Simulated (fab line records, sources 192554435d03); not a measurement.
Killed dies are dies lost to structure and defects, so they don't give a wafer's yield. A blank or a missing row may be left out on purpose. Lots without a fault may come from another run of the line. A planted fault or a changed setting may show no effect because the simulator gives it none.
fab line records | flow n5_finfet
record lots=11 wafers=30 last_day=17
route steps=1938 shown BEOL_M4@1094 MIM_TOP@1834 MIM_TOP_LITHO@1850 MIM_BOT_ETCH@1867 PASSIVATION@1936
lots that met no fault: from a run of the same line without faults
start_h: hours from the record's first day to the start of the lot's first wafer shown | wait_h: hours since the lot's step before | " the same as in the row above | L1.1+2: a row that stands for several wafers | - no value, or no start given | * or withheld: withheld | < > ~ a bound
route shown NAME@n: a module of which the file shows steps, and the number in the route of the first | usual: mean/standard deviation of fault-free wafers | same: alike in all rows | chamber/n: place in a boat | sites: the reading at each site | _std_site: their standard deviation | _edge_site: outer sites' mean less inner sites' | radius_mm: how far each site lies from the wafer's centre | mask NAME#n: copy n | behind: the tool/chamber that last shaped the wafer | hold: why the lot was held/for how many hours/how that ended | device: the transistor (n, p or np) that didn't switch | end of line: the same wafers' tests at the end of the route | a step without rows: its recipe alone | killed: dies lost to structure and defects at the first sort, not the wafer's yield | map: a wafer's dies, x killed, . not, _ none there
set.NAME: the setting as run; set.NAME@STEP: as run at that earlier step | model.NAME: the simulator's own value behind a step, which no gauge read
steps of the route over a sample of lots; a table a step, a row a wafer
services: from which hour (start_h, from the record's first day; less than 0 if before it) a tool's chamber was out of use, for how many hours, and why
## steps
# step N5_BEOL_M4_SPUTTER_90
# recipe material=Cu target_thk_a=45 temp_c=-20 chamber_pressure_pa=0.07 power_w=withheld time_s=8.29
# usual chamber_pressure_pa=0.07002/0.00014 throttle_valve_pct=29.6/1.2
# columns lot.wafer tool chamber start_h wait_h chamber_pressure_pa throttle_valve_pct
L416.1 pvd_sputter-03 - 191.02 0.1 0.06986 31.0
L416.2 " - " " 0.07011 29.4
L416.4 " - " " 0.07006 31.9
L417.2 pvd_sputter-01 - 192.72 0.1 0.07007 29.3
L417.3 " - " " 0.06994 28.1
L417.5 " - " " 0.07005 27.2
L418.1 pvd_sputter-03 - 197.91 0.1 0.07012 29.1
L418.5 " - " " 0.06996 31.1
L418.6 " - " " 0.06987 31.6
L420.1 pvd_sputter-01 - 217.29 0.1 0.07002 27.5
L420.4 " - " " 0.06999 28.4
L420.6 " - " " 0.07009 27.1
L421.1 pvd_sputter-03 - 219.09 0.1 0.07009 31.1
L421.5 " - " " 0.0702 31.5
L423.5 pvd_sputter-02 - 224.86 0.0 0.07018 28.6
L423.6 " - " " 0.06989 29.9
L424.1 pvd_sputter-02 - 243.58 0.1 0.07017 29.9
L424.3 " - " " 0.0699 28.8
L424.4 " - " " 0.07001 30.0
L426.3 pvd_sputter-03 - 247.06 0.1 0.07001 31.8
L426.5 " - " " 0.07009 29.5
L426.6 " - " " 0.07003 29.7
L430.1 pvd_sputter-03 - 272.26 0.1 0.07 29.5
L430.3 " - " " 0.06988 31.8
L430.6 " - " " 0.06969 31.1
L431.2 pvd_sputter-03 - 274.91 0.1 0.07017 31.6
L431.4 " - " " 0.06997 31.1
L431.6 " - " " 0.06995 31.2
L433.1 pvd_sputter-01 - 298.87 0.1 0.07002 30.3
L433.5 " - " " 0.07016 28.2
# step N5_MIM_TOP_ALD_00
# recipe material=Al2O3 target_thk_a=* temp_c=withheld ald_precursor_family=TMA ald_co_reactant=O3 pulse_time_s=withheld purge_time_s=3 co_reactant_purge_time_s=withheld co_reactant_pulse_time_s=3 ald_cycles=withheld
# usual precursor_pulse_height_rel=1.002/0.018
# columns lot.wafer tool chamber start_h wait_h precursor_pulse_height_rel
L416.1 ald_hk-01 1 273.93 0.1 1.015
L416.2 " 2 " " 0.992
L416.4 " 3 " " 1.028
L417.2 ald_hk-03 2 296.56 0.1 1.019
L417.3 " 3 " " 0.990
L417.5 " 2 " " 1.003
L418.1 ald_hk-03 3 300.10 0.1 0.963
L418.5 " 2 " " 0.990
L418.6 " 1 " " 0.991
L420.1 ald_hk-02 3 304.73 0.1 0.980
L420.4 " 0 " " 0.995
L420.6 " 1 " " 1.013
L421.1 ald_hk-03 1 310.85 0.1 0.991
L421.5 " 3 " " 1.048
L423.5 ald_hk-03 3 320.98 0.1 1.017
L423.6 " 2 " " 1.007
L424.1 ald_hk-02 3 336.59 0.1 0.992
L424.3 " 1 " " 0.999
L424.4 " 0 " " 1.014
L426.3 ald_hk-02 1 340.77 0.1 1.017
L426.5 " 2 " " 0.991
L426.6 " 1 " " 1.010
L430.1 ald_hk-03 3 365.46 0.1 0.999
L430.3 " 1 " " 0.997
L430.6 " 0 " " 1.011
L431.2 ald_hk-01 0 367.88 0.1 1.013
L431.4 " 3 " " 0.956
L431.6 " 1 " " 0.986
L433.1 ald_hk-02 1 387.62 0.1 0.968
L433.5 " 3 " " 1.036
# step N5_MIM_TOP_LITHO_DESCUM_10
# recipe chemistry=O2 time_s=7.9 source_power_w=50 bias_power_w=20 pressure_mtorr=20 rf_frequency_hz=2.712e+07 temp_c=40 o2_flow_sccm=225
# usual chamber_pressure_mTorr=19.998/0.018 drypump_motor_current_A=5.6/0.49 oes_product_au=0.79/0.056 rf_vpp_V=243.2/1.4 showerhead_plenum_p_Torr=2.10/0.082 temp_c=40.00/0.12 throttle_valve_pct=20.39/0.18
# columns lot.wafer tool chamber start_h wait_h chamber_pressure_mTorr drypump_motor_current_A oes_product_au rf_hours_counter_h rf_vpp_V showerhead_plenum_p_Torr temp_c throttle_valve_pct
L416.1 rie_diel-02 3 276.63 0.0 20.018 4.7 0.80 112 242.7 2.01 40.05 20.55
L416.2 " 0 " " 19.980 5.8 0.80 81 244.3 2.10 40.06 20.08
L416.4 " 0 " " 19.997 5.8 0.80 - 243.6 2.10 39.93 20.07
L417.2 rie_diel-06 0 297.77 0.2 19.988 5.3 0.83 57 243.9 2.23 40.06 20.58
L417.3 " 2 " " 20.032 5.4 0.84 74 243.6 2.21 40.11 20.53
L417.5 " 2 " " 19.996 5.4 0.83 - 245.0 2.21 39.95 20.54
L418.1 rie_diel-02 3 301.91 0.0 20.010 4.8 0.78 124 240.9 2.01 40.10 20.58
L418.5 " 3 " " 20.019 4.8 0.79 - 241.5 2.01 40.11 20.56
L418.6 " 1 " " 19.997 5.6 0.80 - 242.4 2.11 40.00 20.29
L420.1 rie_diel-06 3 305.88 0.1 19.991 5.2 0.81 92 246.1 2.18 40.23 20.36
L420.4 " 0 " " 20.015 5.3 0.81 60 244.9 2.23 40.10 20.60
L420.6 " 3 " " 19.970 5.1 0.81 - 244.3 2.18 40.28 20.36
L421.1 rie_diel-01 3 313.53 0.0 19.982 5.7 0.77 90 241.8 2.02 39.98 20.47
L421.5 " 1 " " 19.988 5.3 0.96 - 242.7 2.06 40.04 20.29
L423.5 rie_diel-06 1 324.96 0.9 20.015 6.6 0.76 - 241.0 2.00 40.05 20.54
L423.6 " 2 " " 20.002 5.4 0.82 - 243.5 2.21 40.00 20.59
L424.1 rie_diel-02 0 338.01 0.3 19.988 5.8 0.78 111 244.0 2.09 40.03 20.11
L424.3 " 0 " " 19.999 5.8 0.77 - 243.6 2.09 40.12 20.13
L424.4 " 1 " " 19.986 5.6 0.76 - 245.4 2.11 39.85 20.30
L426.3 rie_diel-01 3 341.88 0.1 19.990 5.7 0.76 101 242.9 2.02 39.93 20.49
L426.5 " 0 " " 20.000 6.1 0.90 - 245.6 2.22 40.11 20.28
L426.6 " 1 " " 20.006 5.3 0.95 - 242.6 2.05 39.93 20.32
L430.1 rie_diel-01 0 367.80 0.0 20.017 6.1 0.87 33 244.6 2.22 39.88 20.30
L430.3 " 2 " " 20.018 6.4 0.84 68 242.5 2.02 39.92 20.21
L430.6 " 3 " " 19.998 5.7 0.76 - 241.8 2.01 40.13 20.51
L431.2 rie_diel-02 2 368.87 0.0 19.998 5.7 0.76 122 245.3 2.22 40.06 20.53
L431.4 " 0 " " 19.998 5.8 0.76 123 243.1 2.09 40.12 20.13
L431.6 " 0 " " 19.971 5.8 0.76 - 244.4 2.09 40.12 20.14
L433.1 rie_diel-02 3 388.72 0.0 19.984 4.8 0.75 154 242.5 2.00 39.98 20.63
L433.5 " 3 " " 20.005 4.8 0.75 - 243.1 2.00 40.09 20.61
# step N5_MIM_BOT_ETCH_ETCH_03
# recipe chemistry=Cl2/BCl3 target_depth_a=120 pressure_mtorr=8 icp_w=800 bias_w=100 Cl2_flow_sccm=20 bcl3_flow_sccm=80
# usual chamber_pressure_mTorr=7.999/0.0074 drypump_motor_current_A=5.64/0.17 he_backside_leak_sccm=3.25/0.25 oes_product_au=0.83/0.11 throttle_valve_pct=27.60/0.26
# columns lot.wafer tool chamber start_h wait_h chamber_pressure_mTorr drypump_motor_current_A he_backside_leak_sccm oes_product_au rf_hours_counter_h throttle_valve_pct
L416.1 rie_metal-01 1 277.76 0.1 7.998 5.66 3.34 0.69 81 27.45
L416.2 " 0 " " 7.990 5.34 3.08 0.78 43 27.39
L416.4 " 0 " " 7.995 5.31 3.02 0.79 - 27.38
L417.2 rie_metal-03 1 298.82 0.1 8.006 5.61 3.00 0.98 1 27.75
L417.3 " 0 " " 8.009 5.54 3.26 1.03 - 27.45
L417.5 " 1 " " 8.000 5.61 3.00 0.97 - 27.75
L418.1 rie_metal-01 1 302.96 0.1 8.007 5.64 3.44 0.68 82 27.44
L418.5 " 0 " " 8.000 5.33 2.94 0.79 - 27.39
L418.6 " 1 " " 7.994 5.66 3.50 0.68 - 27.44
L420.1 rie_metal-03 1 306.91 0.1 7.990 5.60 3.02 0.96 1 27.74
L420.4 " 1 " " 7.990 5.60 3.07 0.96 - 27.76
L420.6 " 1 " " 8.004 5.59 2.97 0.96 - 27.76
L421.1 rie_metal-01 0 314.74 0.1 7.999 5.35 3.35 0.80 46 27.39
L421.5 " 0 " " 8.008 5.35 3.21 0.78 - 27.39
L423.5 rie_metal-02 1 326.26 0.1 8.002 5.65 3.59 0.94 - 27.30
L423.6 " 0 " " 8.006 5.84 3.15 0.82 - 27.95
L424.1 rie_metal-02 0 339.06 0.1 8.006 5.86 3.13 0.80 27 27.96
L424.3 " 0 " " 7.996 5.88 3.10 0.80 - 27.95
L424.4 " 1 " " 7.991 5.69 3.82 0.93 - 27.29
L426.3 rie_metal-02 0 342.93 0.1 7.992 5.86 3.16 0.80 - 27.96
L426.5 " 0 " " 8.000 5.86 3.07 0.81 - 27.95
L426.6 " 1 " " 8.006 5.64 3.54 0.93 - 27.29
L430.1 rie_metal-02 0 368.83 0.1 7.990 5.87 3.14 0.79 29 27.96
L430.3 " 1 " " 8.002 5.65 3.51 0.91 - 27.31
L430.6 " 1 " " 7.992 5.62 3.48 0.91 - 27.30
L431.2 rie_metal-03 1 369.91 0.1 7.986 5.60 3.08 0.91 7 27.77
L431.4 " 1 " " 8.004 5.61 3.14 0.89 - 27.76
L431.6 " 0 " " 7.994 5.50 3.03 0.95 - 27.45
L433.1 rie_metal-02 0 389.69 0.1 8.006 5.84 3.25 0.78 31 27.96
L433.5 " 1 " " 7.975 5.61 3.23 0.90 - 27.31
# step N5_PASSIVATION_PROBE_49
# usual defect_limited_yield=91.5/1.6 killed_at_M0_to_M3=33/10 killed_at_M4_up=13/5.6 killed_at_contacts=13/6 killed_at_front_end=39/12 killed_at_other=3.0/2.8 killed_dies=101/19 killed_open=65/13 killed_short=32/8.3 sort_bin_5_function=5.0/1 sort_bin_6_memory=3.1/0.69 sort_n_pass=1079/19 sort_yield_pct=91.5/1.6
# same gross_dies=1180 killed_at_back_side=0 sort_bin_4_leakage[%]=0 sort_bin_8_speed[%]=0
# columns lot.wafer tool chamber start_h wait_h defect_limited_yield[%] killed_at_M0_to_M3 killed_at_M4_up killed_at_contacts killed_at_front_end killed_at_other killed_dies killed_open killed_short sort_bin_5_function[%] sort_bin_6_memory[%] sort_n_pass sort_yield_pct[%]
L430.1 prober-01 - 376.89 0.0 94.5 35 5 2 23 0 65 50 14 3.1 2.3 1115 94.5
L430.3 prober-01 - 376.99 0.1 85.2 17 104 17 36 1 175 49 19 9.4 3.3 1005 85.2
L430.6 prober-01 - 377.14 0.3 94.8 26 8 2 22 3 61 38 23 3.1 1.9 1119 94.8
L431.2 prober-01 - 381.31 0.1 82.9 32 110 11 47 2 202 53 41 10.8 4.7 978 82.9
L431.4 prober-01 - 381.41 0.2 92.8 34 12 11 25 3 85 49 32 3.3 3.5 1095 92.8
L431.6 prober-01 - 381.51 0.3 91.6 40 8 13 35 3 99 66 28 5.3 2.8 1081 91.6
# killed by level:class
L430.1 BEOL_M2:geometric_particle:open=12 BEOL_M0_SAQP:geometric_particle:open=9 BEOL_M0_SAQP:geometric_particle:short=5 BEOL_M1:geometric_particle:open=5 STI_FIN_REVEAL:geometric_particle:open=4 DUMMY_GATE:geometric_particle:open=4 GATE_CUT:geometric_particle:short=4 FIN_SAQP:geometric_particle:open=3
L430.3 BEOL_M4:unspecified=96 MOL_CONTACT_COAG:geometric_particle:open=14 HKMG_FIN:area_etch=10 BEOL_M2:geometric_particle:open=7 BEOL_M3:geometric_particle:open=5 DUMMY_GATE:geometric_particle:open=4 BEOL_M4:geometric_particle:open=4 FIN_SAQP:geometric_particle:open=3
L430.6 BEOL_M2:geometric_particle:open=8 BEOL_M3:geometric_particle:open=7 STI_FIN_REVEAL:geometric_particle:open=4 BEOL_M3:geometric_particle:short=4 FIN_SAQP:geometric_particle:short=3 BEOL_M4:geometric_particle:open=3 FIN_SAQP:geometric_particle:open=2 DUMMY_GATE:geometric_particle:short=2
L431.2 BEOL_M4:unspecified=102 FIN_SAQP:geometric_particle:short=16 MOL_CONTACT_COAG:geometric_particle:open=10 BEOL_M0_SAQP:geometric_particle:open=7 FIN_SAQP:geometric_particle:open=6 BEOL_M0_SAQP:geometric_particle:short=6 STI_FIN_REVEAL:geometric_particle:open=5 ILD0:geometric_particle:short=5
L431.4 MOL_CONTACT_COAG:geometric_particle:open=8 BEOL_M3:geometric_particle:open=8 BEOL_M0_SAQP:geometric_particle:short=7 BEOL_M1:geometric_particle:open=7 BEOL_M2:geometric_particle:open=6 STARTING-WAFER:geometric_particle:short=6 BEOL_M0_SAQP:geometric_particle:open=4 FIN_SAQP:geometric_particle:open=3
L431.6 BEOL_M2:geometric_particle:open=13 MOL_CONTACT_COAG:geometric_particle:open=9 BEOL_M0_SAQP:geometric_particle:open=8 FIN_SAQP:geometric_particle:open=6 FIN_SAQP:geometric_particle:short=6 BEOL_M3:geometric_particle:open=6 STI_FIN_REVEAL:geometric_particle:open=5 GATE_CUT:geometric_particle:short=5
## services
# columns tool chamber start_h hours kind
ald_hk-03 - 186.27 6.0 pm
rie_diel-06 3 219.51 1.4 repair
rie_diel-01 0 239.19 - clean
rie_diel-01 0 239.19 - consumable_replace:focus_ring
ald_hk-03 - 248.63 2.1 repair
rie_diel-02 1 259.35 18.6 repair
rie_metal-02 1 261.93 - clean
rie_metal-02 1 261.93 24.4 scheduled_down
rie_metal-02 1 261.93 24.4 vent_cycle
rie_metal-03 1 262.40 - clean
rie_metal-03 1 262.40 22.1 scheduled_down
rie_metal-03 1 262.40 22.1 vent_cycle
ald_hk-02 - 273.00 2.8 pm
rie_metal-03 0 284.50 - clean
rie_metal-03 0 284.50 13.2 scheduled_down
rie_metal-03 0 284.50 13.2 vent_cycle
ald_hk-01 - 284.72 2.8 pm
pvd_sputter-03 - 328.74 2.3 repair
rie_diel-02 3 329.31 13.5 repair
rie_diel-06 - 358.14 0.3 repair
pvd_sputter-01 - 359.72 0.6 repair
rie_diel-01 1 368.16 6.0 repair
rie_metal-03 0 374.71 4.0 repair
rie_diel-02 1 382.68 3.1 repair
## key
first_sign step=N5_PASSIVATION_PROBE_49 reading=killed_at_M4_up direction=up sigmas=17 usual=13 struck=107
effect step=N5_PASSIVATION_PROBE_49 reading=defect_limited_yield direction=down sigmas=4.6 usual=91.5 struck=84.0
more_kills_born_at N5_BEOL_M4_SPUTTER_90@pvd_sputter-03=198
met_at N5_BEOL_M4_SPUTTER_90
struck_lots L430,L431
struck_wafers L430.3,L431.2
baseline_loss step=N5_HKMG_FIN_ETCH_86 wafers=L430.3
not_acting_at N5_MIM_TOP_ALD_00,N5_MIM_TOP_LITHO_DESCUM_10,N5_MIM_BOT_ETCH_ETCH_03
onset_between 247.06 272.26
fault kind=chamber_particle_source tool=pvd_sputter-03 chamber=- onset_h=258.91 steps=N5_BEOL_M4_SPUTTER_90 rate_per_visit_cm2=0.4671 scope=struck_wafers_only
# baseline_loss: these wafers lose ten dies or more at that step, a loss of the line's own and not of a fault; the sort's usual values leave them out
